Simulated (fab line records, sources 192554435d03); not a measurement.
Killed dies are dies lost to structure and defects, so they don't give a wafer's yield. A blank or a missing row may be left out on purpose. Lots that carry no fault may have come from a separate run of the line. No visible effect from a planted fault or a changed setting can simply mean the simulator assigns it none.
fab line records	flow n5-finfet
record: lots: 5	wafers: 14	last-day: 17
route steps=1938 shown BEOL_M11@1540 PASSIVATION@1936
lots untouched by any fault: they come from a run of this same line in which no faults occurred
start-h: start of the lot's first displayed wafer, in hours after the record's first day	wait-h: how many hours have passed since the lot's step before this one	" identical to the entry in the row above	L1.1+2: one row covering several wafers at once	- no value, or no start was given	* or withheld: withheld	< > ~ a bound
route shown NAME@n: names a module that has steps shown in the file, with the first one's number in the route	usual: mean/standard deviation of fault-free wafers	same: alike in all rows	chamber/n: place in a boat	sites: each site's reading	_std_site: standard deviation of those values	_edge_site: inner sites' mean taken away from outer sites' mean	radius-mm: for every site, how far away it sits from the centre of the wafer	mask NAME#n: copy n	behind: the tool/chamber that last shaped the wafer	hold: reason for holding the lot/hours on hold/outcome of the hold	device: names the non-switching transistor (n, p or np)	end of line: tests of these same wafers at the route's end	a step given without rows: its recipe and nothing more	killed: count of dies lost to structure and defects at first sort (not the wafer's yield)	map: the dies of a wafer, with x for killed, . for not killed, _ for no die there
set.NAME: setting as actually run; set.NAME@STEP: the setting as run at that earlier step	model.NAME: the simulator's own value behind a step, which no gauge read
lots at selected steps of the route; one table per step, one row per wafer
services: the hour from which a tool's chamber was out of use, counted from the record's first day as start-h (under 0 if before that day), plus the number of hours and why
== steps ==
step: N5_BEOL_M11_HM_DEP_02
recipe: material: TiN	target-thk-a: 200	temp-c: 25	chamber-pressure-pa: 0.49996
usual: throttle-valve-pct: 29.9/1
lot.wafer	tool	chamber	start-h	wait-h	throttle-valve-pct
L738.1	pvd-sputter-01	-	300.77	1.6	31.8
L738.4	"	-	"	"	28.1
L738.6	"	-	"	"	28.3
L742.1	pvd-sputter-01	-	304.07	1.9	30.0
L742.2	"	-	"	"	31.8
L742.3	"	-	"	"	28.5
L743.2	pvd-sputter-02	-	325.46	0.0	29.1
L743.4	"	-	"	"	30.2
L743.6	"	-	"	"	29.0
L746.4	pvd-sputter-02	-	330.93	1.1	30.2
L746.5	"	-	"	"	29.9
L749.1	pvd-sputter-01	-	358.87	0.6	28.3
L749.3	"	-	"	"	31.7
L749.4	"	-	"	"	30.0
step: N5_BEOL_M11_COAT_59
recipe: resist: SOC	temp-c: 250	time-s: 60	spin-rpm: 1500	resist-thk-nm: 100
step: N5_BEOL_M11_COAT_60
recipe: resist: SiARC	temp-c: 220	time-s: 60	spin-rpm: 1500	resist-thk-nm: 30
step: N5_BEOL_M11_COAT_05
recipe: resist: CAR-ArF	spin-rpm: 1500	resist-thk-nm: 90
step: N5_BEOL_M11_EBR_07
recipe: solvent: PGMEA	ebr-width-mm: 1.5
step: N5_BEOL_M11_SOFTBAKE_06
recipe: temp-c: 110	time-s: 60	resist: CAR-ArF
step: N5_BEOL_M11_EXPOSE_08
recipe: mask-id: M11	na: 1.35	source-shape: dipole	sigma-inner: 0.411	sigma-outer: 0.611	polarization: te	dose-mj: 53.75
step: N5_BEOL_M11_PEB_09
recipe: peb-temp-c: withheld	peb-time-s: 60	resist: CAR-ArF
step: N5_BEOL_M11_DEVELOP_10
recipe: develop-time-s: 30	developer: TMAH	resist: CAR-ArF	rinse-liquid: diw	dry: air-spin	dev-temp-c: 23
step: N5_BEOL_M11_CD_MEAS_11
recipe: target-cd-nm: 64.1	landing-energy-ev: 500	detector: se-inlens	polarity: opening
usual: cd-nm: 64.5/0.98
lot.wafer	tool	chamber	start-h	wait-h	cd-nm
L738.1	cd-sem-01	0	301.27	-	62.9
L738.4	"	0	"	"	63.3
L738.6	"	0	"	"	64.1
L742.1	cd-sem-01	0	304.57	-	63.9
L742.2	"	0	"	"	64.5
L742.3	"	0	"	"	63.8
L743.2	cd-sem-02	0	325.96	-	63.0
L743.4	"	0	"	"	62.1
L743.6	"	0	"	"	63.6
L746.4	cd-sem-01	0	331.40	-	65.1
L746.5	"	0	"	"	64.7
L749.1	cd-sem-03	0	359.43	-	64.0
L749.3	"	0	"	"	65.7
L749.4	"	0	"	"	64.5
step: N5_BEOL_M11_OVL_MEAS_12
recipe: points-per-wafer: 44
usual: M11_OVL: 0.4/0.79
lot.wafer	tool	chamber	start-h	wait-h	M11_OVL[nm]
L738.1	overlay-02	0	301.30	0.0	0.8
L738.4	"	0	"	"	1.6
L738.6	"	0	"	"	-0.1
L742.1	overlay-01	0	304.60	0.0	0.1
L742.2	"	0	"	"	-0.9
L742.3	"	0	"	"	0.2
L743.2	overlay-02	0	325.99	0.0	0.3
L743.4	"	0	"	"	0.4
L743.6	"	0	"	"	-1.3
L746.4	overlay-01	0	331.42	0.0	0.9
L746.5	"	0	"	"	1.6
L749.1	overlay-01	0	359.46	0.0	0.3
L749.3	"	0	"	"	0.8
L749.4	"	0	"	"	1.4
step: N5_BEOL_M11_INSPECT_13
recipe: mode: adi	inspect-instrument: brightfield
usual: raw-defect-count: 456/120
lot.wafer	tool	chamber	start-h	wait-h	raw-defect-count
L738.1	defect-inspect-02	-	301.32	0.0	522
L738.4	"	-	"	"	370
L738.6	"	-	"	"	432
L742.1	defect-inspect-02	-	304.62	0.0	419
L742.2	"	-	"	"	650
L742.3	"	-	"	"	460
L743.2	defect-inspect-02	-	326.02	0.0	314
L743.4	"	-	"	"	412
L743.6	"	-	"	"	331
L746.4	defect-inspect-01	-	331.45	0.0	688
L746.5	"	-	"	"	636
L749.1	defect-inspect-02	-	359.48	0.0	422
L749.3	"	-	"	"	341
L749.4	"	-	"	"	321
step: N5_BEOL_M11_DESCUM_16
recipe: chemistry: O2	time-s: 7.9	source-power-w: 50	bias-power-w: 20	pressure-mtorr: 20	rf-frequency-hz: 2.712e+07	temp-c: 40	resist: CAR-ArF	o2-flow-sccm: 225
usual: bias-power-w: 20.00/0.062	drypump-motor-current-A: 5.8/0.52	oes-product-au: 0.81/0.078	rf-vpp-V: 243.0/1.3	showerhead-plenum-p-Torr: 2.06/0.058	throttle-valve-pct: 20.29/0.28
lot.wafer	tool	chamber	start-h	wait-h	bias-power-w	drypump-motor-current-A	oes-product-au	rf-hours-counter-h	rf-vpp-V	showerhead-plenum-p-Torr	throttle-valve-pct	model.CAR-ArF_of_BEOL_M11_COAT_05.thk-nm
L738.1	rie-diel-03	3	301.36	0.0	19.99	6.4	0.85	60	240.7	2.01	19.85	83
L738.4	"	1	"	"	19.96	4.7	0.87	64	242.3	2.03	20.46	83.2
L738.6	"	1	"	"	19.95	4.7	0.86	-	242.2	2.03	20.46	83.6
L742.1	rie-diel-05	1	304.66	0.0	20.04	5.4	0.78	90	244.0	2.09	20.08	83.6
L742.2	"	3	"	"	19.95	5.5	0.89	49	243.8	2.12	20.36	83.4
L742.3	"	2	"	"	19.98	5.7	0.82	84	243.8	2.10	19.95	83.4
L743.2	rie-diel-03	0	326.05	0.0	20.00	6.6	0.90	27	242.6	2.03	20.12	83.4
L743.4	"	1	"	"	20.06	4.7	0.84	72	244.3	2.03	20.46	83.8
L743.6	"	0	"	"	19.90	6.6	0.91	-	243.9	2.03	20.13	83.4
L746.4	rie-diel-05	2	331.50	0.0	20.05	5.7	0.81	-	244.4	2.09	19.98	84.2
L746.5	"	3	"	"	19.94	5.4	0.88	-	243.5	2.11	20.37	83
L749.1	rie-diel-01	2	359.52	0.0	20.04	5.6	0.81	94	241.3	2.03	20.37	83.6
L749.3	"	3	"	"	20.00	6.3	0.71	180	241.6	1.97	20.20	83.8
L749.4	"	0	"	"	19.91	6.0	0.68	215	241.9	2.09	20.77	84
step: N5_BEOL_M11_ETCH_61
recipe: chemistry: CF4	target: SiARC	target-depth-a: 390	mask-material: CAR-ArF	time-s: 65	ion-energy-ev: 80	pressure-mtorr: 40	source-w: 545	bias-w: 36	Ar_flow_sccm: 100	cf4-flow-sccm: 100	ends: cleared
usual: drypump-motor-current-A: 5.8/0.52	etch-rf-on-time-s: 64.3/2.7	oes-product-au: 0.70/0.07	rf-vpp-V: 183.8/0.96	showerhead-plenum-p-Torr: 2.13/0.054	throttle-valve-pct: 15.53/0.23
lot.wafer	tool	chamber	start-h	wait-h	drypump-motor-current-A	etch-rf-on-time-s	oes-product-au	rf-hours-counter-h	rf-vpp-V	showerhead-plenum-p-Torr	throttle-valve-pct	model.CAR-ArF_of_BEOL_M11_COAT_05.thk-nm
L738.1	rie-diel-03	3	301.39	0.0	6.4	58.8	0.76	60	183.3	2.09	15.21	54.8
L738.4	"	1	"	"	4.7	61.6	0.74	64	182.3	2.10	15.79	55.2
L738.6	"	1	"	"	4.7	62.1	0.74	-	183.2	2.10	15.77	55.6
L742.1	rie-diel-05	1	304.69	0.0	5.5	67.6	0.66	90	183.6	2.16	15.37	55.6
L742.2	"	3	"	"	5.5	59.1	0.79	49	184.1	2.18	15.57	55.4
L742.3	"	2	"	"	5.7	65.7	0.70	84	185.7	2.14	15.14	55.2
L743.2	rie-diel-03	0	326.08	0.0	6.6	63.8	0.77	27	183.6	2.13	15.52	55.4
L743.4	"	1	"	"	4.7	64.1	0.72	72	183.3	2.10	15.81	55.6
L743.6	"	0	"	"	6.6	63.4	0.78	-	184.0	2.13	15.53	55.4
L746.4	rie-diel-05	2	331.54	0.0	5.7	66.5	0.69	-	184.0	2.14	15.14	56.2
L746.5	"	3	"	"	5.5	60.3	0.76	-	182.1	2.18	15.57	55.2
L749.1	rie-diel-01	2	359.55	0.0	5.6	64.4	0.69	94	182.7	2.07	15.49	55.6
L749.3	"	3	"	"	6.3	68.1	0.60	180	183.5	2.05	15.69	55.8
L749.4	"	0	"	"	6.0	67.0	0.59	215	184.2	2.12	15.82	56
step: N5_BEOL_M11_ETCH_62
recipe: chemistry: N2/H2	target: SOC	target-depth-a: 1100	overetch-a: 220	mask-material: SiARC	temp-c: 40	time-s: 165	ion-energy-ev: 200	pressure-mtorr: 30	source-w: 840	bias-w: 150	n2-flow-sccm: 200	h2-flow-sccm: 200
usual: drypump-motor-current-A: 5.8/0.52	oes-product-au: 0.68/0.059	rf-vpp-V: 523.2/2	showerhead-plenum-p-Torr: 2.52/0.068	throttle-valve-pct: 17.76/0.25
lot.wafer	tool	chamber	start-h	wait-h	drypump-motor-current-A	oes-product-au	rf-hours-counter-h	rf-vpp-V	showerhead-plenum-p-Torr	throttle-valve-pct
L738.1	rie-diel-03	3	301.44	0.0	6.4	0.71	60	522.2	2.49	17.66
L738.4	"	1	"	"	4.7	0.71	65	523.5	2.49	18.04
L738.6	"	1	"	"	4.7	0.71	-	521.7	2.49	18.04
L742.1	rie-diel-05	1	304.74	0.0	5.4	0.67	90	524.4	2.55	17.50
L742.2	"	3	"	"	5.5	0.74	49	523.8	2.62	17.98
L742.3	"	2	"	"	5.7	0.70	84	524.2	2.57	17.51
L743.2	rie-diel-03	0	326.13	0.0	6.5	0.76	27	522.1	2.47	17.47
L743.4	"	1	"	"	4.7	0.71	73	522.6	2.48	18.06
L743.6	"	0	"	"	6.5	0.76	-	522.2	2.47	17.47
L746.4	rie-diel-05	2	331.63	0.1	5.7	0.69	-	524.9	2.56	17.54
L746.5	"	3	"	"	5.5	0.72	-	525.7	2.61	18.00
L749.1	rie-diel-01	2	359.60	0.0	5.6	0.67	94	521.8	2.45	17.64
L749.3	"	3	"	"	6.3	0.62	180	520.4	2.43	17.85
L749.4	"	0	"	"	6.0	0.60	215	523.2	2.50	17.92
step: N5_PASSIVATION_PROBE_49
usual: defect-limited-yield: 91.3/1.5	killed_at_M0_to_M3: 35/8.7	killed_at_M4_up: 14/5.5	killed-at-contacts: 11/5.6	killed-at-front-end: 39/13	killed-at-other: 3.7/2.2	killed-dies: 103/18	killed-on-rim: 14/4.4	killed-open: 69/14	killed-short: 33/7.8	sort_bin_4_leakage: 0.02/0.15	sort_bin_5_function: 5.1/0.99	sort_bin_6_memory: 3.3/0.67	sort_bin_8_speed: 0.02/0.17	sort-n-pass: 1077/18	sort-yield-pct: 91.2/1.5
same: gross-dies: 1180	killed-at-back-side: 0
lot.wafer	tool	chamber	start-h	wait-h	defect-limited-yield[%]	killed_at_M0_to_M3	killed_at_M4_up	killed-at-contacts	killed-at-front-end	killed-at-other	killed-dies	killed-on-rim	killed-open	killed-short	sort_bin_4_leakage[%]	sort_bin_5_function[%]	sort_bin_6_memory[%]	sort_bin_8_speed[%]	sort-n-pass	sort-yield-pct[%]
L742.1	prober-02	-	350.78	0.0	90.2	46	7	7	52	4	116	18	80	36	0	5.4	4.0	0	1064	90.2
L742.2	prober-02	-	350.83	0.1	89.6	50	17	12	43	1	123	17	86	35	0	6.4	3.7	0	1057	89.6
L742.3	prober-02	-	350.88	0.1	88.7	47	10	7	68	1	133	19	91	40	0	6.4	4.3	0	1047	88.7
L746.4	prober-02	-	377.76	0.2	92.4	33	9	12	33	3	90	10	51	37	0	3.7	3.5	0	1090	92.4
L746.5	prober-02	-	377.81	0.2	92.6	32	9	9	32	5	87	5	52	32	0	3.6	3.4	0	1093	92.6
killed by level:class
L742.1 BEOL_M2:geometric-particle:open=18 BEOL_M3:geometric-particle:open=13 STI_FIN_REVEAL:geometric-particle:open=9 FIN_SAQP:geometric-particle:short=7 FIN_SAQP:geometric-particle:open=6 GATE_CUT:geometric-particle:short=6 BEOL_M0_SAQP:geometric-particle:open=5 DUMMY_GATE:geometric-particle:open=4
L742.2 BEOL_M0_SAQP:geometric-particle:open=14 BEOL_M3:geometric-particle:open=11 MOL_CONTACT_COAG:geometric-particle:open=10 FIN_SAQP:geometric-particle:open=7 FIN_SAQP:geometric-particle:short=7 STI_FIN_REVEAL:geometric-particle:open=6 BEOL_M0_SAQP:geometric-particle:short=6 BEOL_M2:geometric-particle:open=6
L742.3 BEOL_M2:geometric-particle:open=13 BEOL_M0_SAQP:geometric-particle:open=13 FIN_SAQP:geometric-particle:open=12 BEOL_M0_SAQP:geometric-particle:short=11 ILD0:geometric-particle:short=9 FIN_SAQP:geometric-particle:short=8 STI_FIN_REVEAL:geometric-particle:open=8 DUMMY_GATE:geometric-particle:open=8
L746.4 FIN_SAQP:geometric-particle:short=10 MOL_CONTACT_COAG:geometric-particle:open=10 BEOL_M0_SAQP:geometric-particle:short=9 BEOL_M2:geometric-particle:open=8 DUMMY_GATE:geometric-particle:open=6 BEOL_M1:geometric-particle:open=5 FIN_SAQP:geometric-particle:open=4 BEOL_M0_SAQP:geometric-particle:open=4
L746.5 MOL_CONTACT_COAG:geometric-particle:open=8 BEOL_M0_SAQP:geometric-particle:short=8 STI_FIN_REVEAL:geometric-particle:open=7 FIN_SAQP:geometric-particle:open=6 BEOL_M2:geometric-particle:open=6 FIN_SAQP:geometric-particle:short=5 DUMMY_GATE:geometric-particle:open=5 BEOL_M0_SAQP:geometric-particle:open=5
== services ==
tool	chamber	start-h	hours	kind
rie-diel-05	2	312.96	1.2	repair
rie-diel-05	0	325.26	13.9	repair
rie-diel-05	1	332.19	21.8	repair
rie-diel-03	2	344.44	-	clean
rie-diel-03	2	344.44	-	consumable-replace:focus-ring
rie-diel-03	2	344.44	12.0	scheduled-down
rie-diel-03	2	344.44	12.0	vent-cycle
rie-diel-01	1	350.76	4.5	repair
rie-diel-03	3	355.96	5.1	repair
== key ==
first-sign none at tools or gauges
model-effect: step: N5_BEOL_M11_DESCUM_16	value: CAR-ArF_of_BEOL_M11_COAT_05.thk-nm	without: 83.6	struck: 83
model-effect: step: N5_BEOL_M11_ETCH_61	value: CAR-ArF_of_BEOL_M11_COAT_05.thk-nm	without: 55.6	struck: 55.2
met-at N5_BEOL_M11_DESCUM_16
struck-wafers L746.5
onset-between 304.66 331.50
fault: kind: process-parameter-drift	tool: rie-diel-05	chamber: -	onset-h: 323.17	steps: N5_BEOL_M11_DESCUM_16	channel: time-s	offset: *	shape: step	end-h: 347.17	scope: struck-wafers-only	acts-in: *	stated: *
